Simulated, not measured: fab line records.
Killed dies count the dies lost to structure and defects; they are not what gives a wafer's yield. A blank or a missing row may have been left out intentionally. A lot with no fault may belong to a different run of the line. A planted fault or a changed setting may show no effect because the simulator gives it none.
A struck lot beside a sound one    flow n5Finfet    31 out of 1938 route steps
Sound: the wafers L238.1, L238.3, L238.4. Struck: wafer L246.2 (L246.5, L246.6, from the same lot, were not struck and are left out); the cause is given at the end.
At each step with rows: each side's tool, then ch and its chambers, then its first start. Under that, the readings that differ: sound wafers    struck wafers    difference of the means    sigmas: that difference in standard deviations of wafers without a fault.
alike: a reading whose means differ by less than 2 such deviations, as well as words and numbers matching on both sides. not compared: withheld readings; readings where some wafer has no value; bounds like >300 that might hide an equal value; numbers whose values overlap and for which the record gives no deviation.
A row with sigmas, a row that says differs or no value, or rows on one side alone: a step with any of these is where the two part. Numbers that don't overlap but have no deviation are shown without sigmas and don't part them. A reading that every wafer of one side lacks parts them only if that side has two wafers or more.

first, 6 steps without rows for these wafers: N5_MIM_TOP_LITHO_EBR_04; N5_MIM_TOP_LITHO_SOFTBAKE_03 (time 90 s); N5_MIM_TOP_LITHO_EXPOSE_05 (exposes mask MIM TOP, target cd 2000 nm); N5_MIM_TOP_LITHO_PEB_06; N5_MIM_TOP_LITHO_DEVELOP_07 (develop time 60 s); N5_MIM_TOP_LITHO_HARDBAKE_09 (time 120 s).
N5_MIM_TOP_LITHO_CD_MEAS_08 targets a cd of 2000 nm.
  sound on cdSem-03 ch 0, day 14 17:25; struck on cdSem-03 ch 0, day 17 09:01
  alike: cdNm
N5_MIM_TOP_LITHO_OVL_MEAS_11:
  sound on overlay-01 ch 0, day 14 17:26; struck on overlay-02 ch 0, day 17 09:03
  alike: MIM_TOP_OVL
N5_MIM_TOP_LITHO_INSPECT_12: inspects for defects (macro).
  sound on defectInspect-02, day 14 17:28; struck on defectInspect-01, day 17 09:05
  alike: rawDefectCount
then, 1 step without rows for these wafers: N5_MIM_TOP_LITHO_DESCUM_10 (chemistry O2, time 7.9 s).
N5_MIM_TOP_ETCH_ETCH_00: etches TiN in Cl2/BCl3, target depth 38.5 nm.
  sound on rieMetal-02 ch 0,1, day 14 17:35; struck on rieMetal-03 ch 0, day 17 09:13
  alike: drypumpMotorCurrentA, oes_ar_750_au, oesProductAu, throttleValvePct
  not compared: rfHoursCounterH
N5_MIM_TOP_ETCH_STRIP_01: strips in O2.
  sound on rieDiel-02 ch 0,2,3, day 14 17:43; struck on rieDiel-03 ch 3, day 17 09:21
reading     sound        struck  difference  sigmas
rfVppV (V)  5.8 2.0 3.2  7.4     +3.7        +2
  alike: drypumpMotorCurrentA, oesProductAu, showerheadPlenumPTorr, throttleValvePct
  not compared: rfHoursCounterH
N5_MIM_TOP_ETCH_PECVD_03: deposits SiNx from SiH4/NH3/N2, target thk 20 nm, time 17.6 s.
  sound on pecvd-04 ch 0,1,2, day 14 17:47; struck on pecvd-04 ch 2, day 17 09:25
reading                                         sound         struck  difference  sigmas
model.SiNx_of_MIM_TOP_ETCH_PECVD_03.thkNm (nm)  19.6 19.6 20  18.2    -1.5        
  alike: chamberPressureTorr, heaterPowerW, showerheadPlenumPTorr, throttleValvePct
then, 8 steps without rows for these wafers: N5_MIM_BOT_LITHO_HMDS_01 (time 60 s); N5_MIM_BOT_LITHO_COAT_02; N5_MIM_BOT_LITHO_EBR_04; N5_MIM_BOT_LITHO_SOFTBAKE_03 (time 90 s); N5_MIM_BOT_LITHO_EXPOSE_05 (exposes mask MIM BOT); N5_MIM_BOT_LITHO_PEB_06; N5_MIM_BOT_LITHO_DEVELOP_07 (develop time 60 s); N5_MIM_BOT_LITHO_HARDBAKE_09 (time 120 s).
N5_MIM_BOT_LITHO_CD_MEAS_08 targets a cd of 3000 nm.
  sound on cdSem-03 ch 0, day 14 18:08; struck on cdSem-02 ch 0, day 17 09:54
  alike: cdNm
N5_MIM_BOT_LITHO_OVL_MEAS_11:
  sound on overlay-02 ch 0, day 14 18:10; struck on overlay-01 ch 0, day 17 09:55
  alike: MIM_BOT_OVL
N5_MIM_BOT_LITHO_INSPECT_12: inspects for defects (macro).
  sound on defectInspect-02, day 14 18:12; struck on defectInspect-02, day 17 09:57
  alike: rawDefectCount
then, 1 step without rows for these wafers: N5_MIM_BOT_LITHO_DESCUM_10 (chemistry O2, time 7.9 s).
N5_MIM_BOT_ETCH_ETCH_04: etches SiNx in CF4/O2, target depth 26 nm, time 13 s.
  sound on rieDiel-01 ch 0,2, day 14 18:18; struck on rieDiel-01 ch 0, day 17 10:03
  alike: drypumpMotorCurrentA, oes_ar_750_au, oesProductAu, rfVppV, showerheadPlenumPTorr, throttleValvePct
  not compared: rfHoursCounterH
N5_MIM_BOT_ETCH_ETCH_03: etches the open film in Cl2/BCl3, target depth 12 nm.
  sound on rieMetal-01 ch 1, day 14 18:23; struck on rieMetal-03 ch 1, day 17 10:08
  alike: drypumpMotorCurrentA, oesProductAu, throttleValvePct
  not compared: rfHoursCounterH
then, 1 step without rows for these wafers: N5_MIM_BOT_ETCH_ETCH_00 (etches TiN in Cl2/BCl3, target depth 45.5 nm).
N5_MIM_BOT_ETCH_STRIP_01: strips in O2.
  sound on rieDiel-01 ch 0,3, day 14 18:50; struck on rieDiel-06 ch 3, day 17 10:25
  alike: drypumpMotorCurrentA, oesProductAu, rfVppV, showerheadPlenumPTorr, throttleValvePct
  not compared: rfHoursCounterH
N5_MIM_BOT_ETCH_STRIP_02: strips in post etch residue remover, time 1200 s.
  sound on wetBench-06 ch 4,6,7, day 14 18:54; struck on wetBench-04 ch 7, day 17 10:29
reading                                         sound           struck  difference  sigmas
model.SiNx_of_MIM_TOP_ETCH_PECVD_03.thkNm (nm)  19.2 19.2 19.6  17.8    -1.5        
then, 1 step without rows for these wafers: N5_MIM_BOT_ETCH_CLEAN_05 (cleans in IPA, time 180 s).

== WHERE THEY PART ==
At N5_MIM_TOP_ETCH_STRIP_01 and nowhere else, as far as this record goes. Later steps at which nothing parts them and some readings are alike: N5_MIM_TOP_ETCH_PECVD_03, N5_MIM_BOT_LITHO_CD_MEAS_08, N5_MIM_BOT_LITHO_OVL_MEAS_11, N5_MIM_BOT_LITHO_INSPECT_12, N5_MIM_BOT_ETCH_ETCH_04, N5_MIM_BOT_ETCH_ETCH_03, N5_MIM_BOT_ETCH_STRIP_01.

WHY: the cause the simulator had injected
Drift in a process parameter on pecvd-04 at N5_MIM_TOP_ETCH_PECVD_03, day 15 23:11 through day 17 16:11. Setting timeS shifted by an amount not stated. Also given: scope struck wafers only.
